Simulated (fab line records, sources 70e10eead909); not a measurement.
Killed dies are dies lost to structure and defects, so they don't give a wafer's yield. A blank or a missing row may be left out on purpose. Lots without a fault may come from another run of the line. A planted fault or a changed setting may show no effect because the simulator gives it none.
A struck lot beside a sound one | flow nand_harc | 15 steps out of a route of 1302
Sound: wafers L555.3, L555.4, L555.6. Struck: wafer L569.1. (L569.2, L569.4 of the same lot were not struck and are left out.) The cause comes at the end.
At each step with rows: each side's tool, then ch and its chambers, then its first start. Under that, the readings that differ: sound wafers | struck wafers | difference of the means | sigmas: that difference in standard deviations of wafers without a fault.
alike: readings whose means differ by less than 2 such deviations, and words and numbers that are the same on both sides. not compared: withheld readings, readings that some wafer has no value for, bounds like >300 that may hide the same value, and numbers for which the record gives no deviation and whose values overlap.
The two part at a step that has a row with sigmas, a row that says differs or no value, or rows on one side only. Numbers that don't overlap but have no deviation are shown without sigmas and don't part them. A reading that every wafer of one side lacks parts them only if that side has two wafers or more.

first, 1 step without rows for these wafers: NHARC_A_CHANNEL_HOLE_D1_STRIP_43 (strips in O2/COS).
NHARC_A_CHANNEL_HOLE_D1_ETCH_44: etches the open film in CF4/O2, target depth 140 nm, overetch 14 nm, time 77 s.
  sound on rie_diel-09 ch 0,2,3, day 9 00:19; struck on rie_diel-09 ch 2, day 14 10:23
  alike: drypump_motor_current_A, oes_product_au, rf_vpp_V, showerhead_plenum_p_Torr, throttle_valve_pct
  not compared: rf_hours_counter_h
NHARC_A_CHANNEL_HOLE_D1_STRIP_27: strips in O2.
  sound on rie_diel-09 ch 0,3; struck on rie_diel-09 ch 2
  alike: drypump_motor_current_A, oes_product_au, rf_vpp_V, showerhead_plenum_p_Torr, throttle_valve_pct
  not compared: rf_hours_counter_h
then, 2 steps without rows for these wafers: NHARC_A_CHANNEL_HOLE_D1_PRECLEAN_28 (cleans in SC1); NHARC_A_CHANNEL_HOLE_D1_SRD_29.
NHARC_A_CHANNEL_HOLE_D1_CD_MEAS_30:
  sound on cd_sem-02, day 9 01:08; struck on cd_sem-01, day 14 11:10
  reading    | sound          | struck | difference | sigmas
  cd_nm (nm) | 90.3 88.0 88.9 | 91.7   | +2.6       | +2
then, 1 step without rows for these wafers: NHARC_A_CHANNEL_HOLE_D1_XSEM_31.
NHARC_A_CHANNEL_HOLE_D1_INSPECT_40:
  sound on defect_inspect-01, day 9 01:19; struck on defect_inspect-01, day 14 11:22
  reading          | sound    | struck | difference | sigmas
  raw_defect_count | 53 49 48 | 106    | +56        | +2
then, 2 steps without rows for these wafers: NHARC_A_CHANNEL_FILL_D1_PRECLEAN_00 (cleans in SC1); NHARC_A_CHANNEL_FILL_D1_SRD_01.
NHARC_A_CHANNEL_FILL_D1_ALD_02: deposits SiO2, target thk 6 nm, pulse time 10 s, ald cycles 60.
  sound on ald_hk-03 ch 0,1,3, day 9 01:30; struck on ald_hk-02 ch 1, day 14 12:01
  alike: heater_power_outer_w, heater_power_w, precursor_pulse_height_rel
  not compared: ald_cycles
NHARC_A_CHANNEL_FILL_D1_ALD_03: deposits SiNx, target thk 6 nm, pulse time 60 s, ald cycles 58.
  sound on ald_sin_batch-01 ch 0; struck on ald_sin_batch-02 ch 0
  alike: precursor_pulse_height_rel
  not compared: ald_cycles
NHARC_A_CHANNEL_FILL_D1_ALD_14: deposits SiO2, target thk 2.5 nm, pulse time 10 s, ald cycles 25.
  sound on ald_hk-02 ch 1,2, day 9 07:51; struck on ald_hk-03 ch 1, day 14 19:00
  reading                  | sound       | struck | difference | sigmas
  ald_cycles               | 25 25 25    | 28     | +3         |
  heater_power_outer_w (W) | 217 273 217 | 291    | +55        | +2
  alike: heater_power_w, precursor_pulse_height_rel
NHARC_A_CHANNEL_FILL_D1_ALD_15: deposits SiNx, target thk 2 nm, pulse time 60 s, ald cycles 19.
  sound on ald_sin_batch-02 ch 0, day 9 10:59; struck on ald_sin_batch-03 ch 0
  alike: precursor_pulse_height_rel
  not compared: ald_cycles
NHARC_END_SORT_01:
  the record has rows for the sound wafers here (prober-02 ch 0, day 25 02:39) and none for the struck ones

WHERE THEY PART
First at NHARC_A_CHANNEL_HOLE_D1_CD_MEAS_30; last, within this record, at NHARC_END_SORT_01.

WHY: what the simulator had put in
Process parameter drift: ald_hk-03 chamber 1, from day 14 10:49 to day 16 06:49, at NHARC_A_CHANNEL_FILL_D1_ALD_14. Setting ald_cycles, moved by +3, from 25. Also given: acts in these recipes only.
